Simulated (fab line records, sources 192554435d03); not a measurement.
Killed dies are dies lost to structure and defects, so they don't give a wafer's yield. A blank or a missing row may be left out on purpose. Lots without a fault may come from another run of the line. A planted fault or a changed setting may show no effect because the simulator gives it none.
Chamber matching | flow n5_finfet | N5_MOL_CONTACT_COAG_CMP_23 on cmp-02: 4 sister chambers
The step polishes, stops on SiO2, t overpolish 1.5 s, target thk 0 nm. 8 wafers are shown with their chamber, then 8 later ones without.

WAFERS WITH THEIR CHAMBER
wafer  | chamber | motor_current_A (A) | time_to_endpoint_s (s)
L083.5 | 2       | 8.5                 | 7
L084.4 | 2       | 8.7                 | 8
L087.2 | 3       | 7.5                 | 9
L087.3 | 0       | 8.8                 | 12
L088.3 | 1       | 8.1                 | 12
L088.5 | 0       | 8.8                 | 11
L088.6 | 3       | 7.4                 | 7
L089.1 | 1       | 8.8                 | 9

WAFERS WITHOUT THEIR CHAMBER
wafer  | motor_current_A (A) | time_to_endpoint_s (s)
L089.2 | 8.4                 | 9
L089.5 | 9.6                 | 9
L092.1 | 8.8                 | 7
L092.2 | 8.2                 | 12
L092.3 | 7.5                 | 6
L096.2 | 7.7                 | 8
L096.3 | 8.1                 | 11
L096.6 | 8.1                 | 11

WHICH CHAMBER EACH WENT THROUGH
wafer  | from the rows above               | in truth
L089.2 | can't be placed: 1 or 2 or 0      | 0
L089.5 | can't be placed: 0 or 2 or 1      | 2
L092.1 | 2                                 | 2
L092.2 | can't be placed: 1 or 0           | 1
L092.3 | 3                                 | 3
L096.2 | 3                                 | 3
L096.3 | can't be placed: 1 or 0 or 2 or 3 | 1
L096.6 | can't be placed: 1 or 0 or 2 or 3 | 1
Placed correctly: 3 of 8. Can't be placed from these rows: 5 (the true chamber is among the candidates in 5). Placed wrongly: 0.
How it was worked out, from the rows above alone: a wafer's distance from a chamber is the root of the sum, over the readings, of the square of ((its reading less the chamber's mean) divided by the reading's scatter). The wafer belongs to the nearest chamber; if the next one is less than 2 further off, it can't be placed. A chamber's mean is the mean of its shown wafers. The scatter: the root of (the sum of the squares of (reading less its chamber's mean) over the shown wafers, divided by (wafers less chambers)).
